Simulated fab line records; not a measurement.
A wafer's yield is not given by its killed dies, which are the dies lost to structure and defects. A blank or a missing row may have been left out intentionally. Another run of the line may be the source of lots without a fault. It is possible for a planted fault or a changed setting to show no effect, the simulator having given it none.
Split-lot trial | flow n5-finfet | 39 wafers read from 7 lots, route of 1938 steps

== SPLIT DETAILS ==
At N5_MOL_CONTACT_COAG_ALD_27 (deposits SiOC, target thk 17 nm, pulse time 1.5 s, time 2720 s), the setting ald-cycles was moved away from the recipe's 340 on 12 of the 39 wafers read, by -42.9% to -15.9%. All remaining wafers had this setting at the recipe value.

Between the split and the reading, the file records no step.

== THE READING ==
SiOC_of_MOL_CONTACT_COAG_ALD_27.thk-nm (the simulator's own value, which no gauge read), in nm, at N5_MOL_CONTACT_COAG_CMP_28 (polishes, stops on SiNx, t overpolish 0.85 s, target thk 14.522 nm). No usual value for it is given in the file. Average 14.1 nm, standard deviation 1 nm, over the 27 wafers here run with the recipe.

wafer  | tool, chamber at the split | ald-cycles as run | against the recipe | SiOC_of_MOL_CONTACT_COAG_ALD_27.thk-nm, nm | against lot-mates on the recipe
L074.4 | ald-sin-02, 2,0,1,3,0,1    | 340               | recipe             | 12.8                                       | -
L074.6 | ald-sin-02, 2,0,1,3,0,1    | 340               | recipe             | 12.8                                       | -
L074.2 | ald-sin-02, 2,0,1,3,0,1    | 340               | recipe             | 13.4                                       | -
L074.3 | ald-sin-02, 2,0,1,3,0,1    | 340               | recipe             | 13.6                                       | -
L074.1 | ald-sin-02, 2,0,1,3,0,1    | 340               | recipe             | 13.2                                       | -
L074.5 | ald-sin-02, 2,0,1,3,0,1    | 340               | recipe             | 12                                         | -
L077.1 | ald-sin-04, 0,2            | 286               | -15.9%             | 14.2                                       | -1.3
L077.3 | ald-sin-04, 0,2            | 286               | -15.9%             | 14.2                                       | -1.3
L077.4 | ald-sin-04, 1              | 340               | recipe             | 14.8                                       | -
L077.2 | ald-sin-04, 1              | 340               | recipe             | 15                                         | -
L077.5 | ald-sin-04, 2              | 286               | -15.9%             | 14.4                                       | -1.1
L077.6 | ald-sin-04, 0              | 340               | recipe             | 16.6                                       | -
L083.1 | ald-sin-04, 0              | 340               | recipe             | 14.8                                       | -
L083.2 | ald-sin-04, 2,0            | 245               | -27.9%             | 12.2                                       | -2.9
L083.5 | ald-sin-04, 2,0            | 245               | -27.9%             | 12.2                                       | -2.9
L083.3 | ald-sin-04, 1              | 340               | recipe             | 15.8                                       | -
L083.4 | ald-sin-04, 3              | 340               | recipe             | 14.6                                       | -
L083.6 | ald-sin-04, 1              | 245               | -27.9%             | 12.4                                       | -2.7
L091.1 | ald-sin-04, 0,2            | 340               | recipe             | 13.8                                       | -
L091.3 | ald-sin-04, 3              | 340               | recipe             | 13.4                                       | -
L091.4 | ald-sin-04, 2,3            | 211               | -37.9%             | 10.6                                       | -3.0
L091.5 | ald-sin-04, 2,3            | 211               | -37.9%             | 10.6                                       | -3.0
L091.2 | ald-sin-04, 1              | 211               | -37.9%             | 10.8                                       | -2.8
L091.6 | ald-sin-04, 0,2            | 340               | recipe             | 13.6                                       | -
L093.4 | ald-sin-04, 0              | 340               | recipe             | 13.6                                       | -
L093.3 | ald-sin-04, 3              | 340               | recipe             | 14.8                                       | -
L093.5 | ald-sin-04, 3              | 340               | recipe             | 14.8                                       | -
L094.1 | ald-sin-02, 3,0            | 194               | -42.9%             | 9.8                                        | -3.9
L094.2 | ald-sin-02, 3,0            | 194               | -42.9%             | 9.8                                        | -3.9
L094.4 | ald-sin-02, 1              | 340               | recipe             | 14                                         | -
L094.3 | ald-sin-02, 2              | 340               | recipe             | 12.6                                       | -
L094.5 | ald-sin-02, 3              | 194               | -42.9%             | 10                                         | -3.7
L094.6 | ald-sin-02, 0              | 340               | recipe             | 14.4                                       | -
L096.1 | ald-sin-02, 1,0,2,2        | 340               | recipe             | 15                                         | -
L096.4 | ald-sin-02, 1,0,2,2        | 340               | recipe             | 14.8                                       | -
L096.6 | ald-sin-02, 3              | 340               | recipe             | 14.8                                       | -
L096.3 | ald-sin-02, 3              | 340               | recipe             | 14                                         | -
L096.2 | ald-sin-02, 1,0,2,2        | 340               | recipe             | 13.6                                       | -
L096.5 | ald-sin-02, 1,0,2,2        | 340               | recipe             | 15.4                                       | -
Where a row lists several chambers, the file gives one row for several wafers and doesn't say which wafer went through which chamber.

THE FIT
A straight line over all 39 wafers: SiOC_of_MOL_CONTACT_COAG_ALD_27.thk-nm changes by +0.0882 nm for each +1% of ald-cycles; r = +0.81; the points scatter about the line by 1 nm.
The same after taking each lot's own level away (the mean of its wafers on the recipe; 39 wafers): +0.0862 nm for each +1%; r = +0.93; scatter 0.53 nm.
Per that fit: largest ald-cycles move, reading shift of 3.7 nm.
The lots' own levels span 12.97 to 15.47 nm, that is 2.4 times the standard deviation above.
The two slopes are in agreement: the lot-to-lot level therefore moves the slope only a little.
Check: for one of the wafers moved furthest among these (-42.9%), held out of the fit, the line's prediction against its lot-mates is -3.67 nm. Against them it came out at -3.87 nm.

== OTHER SPLITS ON THESE WAFERS ==
Other splits were also applied to these wafers ahead of the reading. Each is held against what the fit with the lots' levels taken away leaves over:
other split on the same wafers        | wafers away from the commonest value | r with SiOC_of_MOL_CONTACT_COAG_ALD_27.thk-nm (lot level and that fit taken away)
N5_SD_EPI_N_DEVELOP_08 develop-time-s | 6                                    | +0.11

== THE WHOLE CHAIN: every reading that the file lists as answering this split, in the file's order ==
step                       | what it does                                                       | reading                                                                                 | change (the file's fit)                | r (the file's)
N5_MOL_CONTACT_COAG_ALD_27 | deposits SiOC, target thk 17 nm, pulse time 1.5 s, time 2720 s     | SiOC_of_MOL_CONTACT_COAG_ALD_27.thk-nm (the simulator's own value, which no gauge read) | +0.166 nm for each +1% of the setting  | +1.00
N5_MOL_CONTACT_COAG_CMP_28 | polishes, stops on SiNx, t overpolish 0.85 s, target thk 14.522 nm | SiOC_of_MOL_CONTACT_COAG_ALD_27.thk-nm (the simulator's own value, which no gauge read) | +0.0861 nm for each +1% of the setting | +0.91

== THE FILE'S OWN FIT ==
SiOC_of_MOL_CONTACT_COAG_ALD_27.thk-nm changes by +0.0861 nm for each +1% of ald-cycles, r = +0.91.
